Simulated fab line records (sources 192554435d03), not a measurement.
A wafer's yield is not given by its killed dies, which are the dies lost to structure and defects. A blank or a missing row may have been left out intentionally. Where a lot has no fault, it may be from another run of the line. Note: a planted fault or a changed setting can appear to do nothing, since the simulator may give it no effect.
2 desks, one fault    flow n5-finfet    what lay behind the numbers comes last; until then each desk has only its own

THE METROLOGY DESK
Lot by lot, what the gauges showed, no matter which tool ran the lot: averages of those sampled wafers that carry a number. A lot is out of limits, marked OUT, if its mean lies more than 4 standard deviations from the usual mean; the brackets give that distance.
Columns: A = M15_THK at N5_BEOL_M15_THK_MEAS_50, usual 863 nm; B = M15_RS at N5_BEOL_M15_RS_MEAS_54, usual 0.0215 ohm/sq
lot   first seen here  A    B
L503  day 11 07:12     865  0.0216
L513  day 14 01:32     868  0.0213
L518  day 15 16:35     884  0.0210
L524  day 16 20:44     855  0.0218
L525  day 17 02:07     874  0.0211
This desk's finding: nothing out of limits on any of the 5 lots.

DESK OF THE TOOL OWNER: pecvd-02
The tool's own readings at N5_BEOL_M15_DEP_53 (deposits SiCN from 3MS/NH3, target thk 50 nm, time 17.8 s): means of the sampled wafers that have a number, for each lot that ran on this tool. A lot is out of limits, marked OUT, if its mean lies more than 4 standard deviations from the usual mean; the brackets give that distance.
Columns: A = showerhead-plenum-p-Torr at N5_BEOL_M15_DEP_53, usual 4.158 Torr; B = throttle-valve-pct at N5_BEOL_M15_DEP_53, usual 18.4 %
lot   first seen here  A      B
L513  day 14 01:35     4.174  19.1
L518  day 15 16:39     4.159  19.1
This desk's finding: nothing out of limits on any of the 2 lots.

TAKEN TOGETHER
Nothing out of limits was seen by the metrology desk.
The desk of the tool owner found nothing out of limits.

WHAT THE SIMULATOR HAD PUT IN
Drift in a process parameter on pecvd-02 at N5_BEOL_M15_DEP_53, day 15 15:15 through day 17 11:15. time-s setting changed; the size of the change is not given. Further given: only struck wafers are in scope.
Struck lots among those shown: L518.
